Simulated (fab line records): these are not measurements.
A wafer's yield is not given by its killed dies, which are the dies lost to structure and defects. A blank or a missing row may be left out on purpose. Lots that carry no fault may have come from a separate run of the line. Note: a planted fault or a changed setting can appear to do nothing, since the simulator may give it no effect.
Chamber matching | flow n5Finfet | rieSi-02 running N5_FIN_SAQP_MANDREL2_REMOVE_60: 4 sister chambers
The step chemistry HBr/Cl2/O2, target a-Si, stops on SiNx, bt time 10 s. 18 wafers are shown with their chamber, then 9 later ones without.

## WAFERS PAIRED WITH THEIR CHAMBERS
wafer  | chamber | throttleValvePct (%) | drypumpMotorCurrentA (A) | oesProductAu (a.u.)
L074.4 | 2       | 36.3                 | 5.5                      | 0.983
L074.5 | 1       | 37.1                 | 6.3                      | 1.003
L074.6 | 2       | 36.3                 | 5.5                      | 0.973
L075.2 | 2       | 36.3                 | 5.5                      | 0.974
L075.4 | 3       | 37.0                 | 5.5                      | 1.013
L075.6 | 0       | 36.1                 | 5.9                      | 1.003
L077.1 | 3       | 37.0                 | 5.5                      | 1.025
L077.3 | 1       | 37.1                 | 6.3                      | 1.005
L077.5 | 3       | 37.0                 | 5.5                      | 1.017
L082.2 | 0       | 36.2                 | 6.0                      | 1.013
L082.3 | 3       | 37.0                 | 5.5                      | 1.023
L082.5 | 0       | 36.1                 | 5.9                      | 1.010
L085.1 | 1       | 37.1                 | 6.3                      | 1.000
L085.2 | 0       | 36.2                 | 5.9                      | 1.006
L085.6 | 1       | 37.1                 | 6.3                      | 1.004
L091.3 | 2       | 36.3                 | 5.5                      | 0.970
L091.5 | 0       | 36.1                 | 6.0                      | 0.984
L091.6 | 3       | 37.0                 | 5.5                      | 1.013

SIGNATURES (averages over the wafers above)
reading              | chamber 0 | chamber 1 | chamber 2 | chamber 3 | scatter within a chamber
throttleValvePct     | 36.140    | 37.100    | 36.300    | 37.000    | 0.0293
drypumpMotorCurrentA | 5.940     | 6.300     | 5.500     | 5.500     | 0.0293
oesProductAu         | 1.00320   | 1.00300   | 0.97500   | 1.01820   | 0.00733
Rule: a wafer's distance from a chamber is the root of the sum, over the readings, of the square of ((its reading less the chamber's mean) divided by the reading's scatter). If the next closest chamber is less than 2 further off than the closest, the wafer can't be placed; otherwise it belongs to the closest. The scatter: take each reading less its chamber's mean, square it, sum over the shown wafers, divide by the number of wafers less the number of chambers, and take the root.

## WAFERS MISSING THEIR CHAMBER
wafer  | throttleValvePct (%) | drypumpMotorCurrentA (A) | oesProductAu (a.u.)
L093.1 | 36.1                 | 5.9                      | 1.003
L093.4 | 36.1                 | 6.0                      | 0.994
L093.5 | 36.1                 | 6.0                      | 1.010
L096.1 | 37.0                 | 5.5                      | 1.027
L096.3 | 36.3                 | 5.5                      | 0.974
L096.5 | 36.3                 | 5.6                      | 0.963
L097.1 | 36.3                 | 5.6                      | 0.969
L097.2 | 37.1                 | 6.3                      | 0.992
L097.3 | 37.0                 | 5.5                      | 1.025

## WHICH CHAMBER EACH WENT THROUGH
wafer  | from the rows above | in truth
L093.1 | 0                   | 0
L093.4 | 0                   | 0
L093.5 | 0                   | 0
L096.1 | 3                   | 3
L096.3 | 2                   | 2
L096.5 | 2                   | 2
L097.1 | 2                   | 2
L097.2 | 1                   | 1
L097.3 | 3                   | 3
Placed correctly: 9 of 9. Can't be placed from these rows: 0. Placed wrongly: 0.
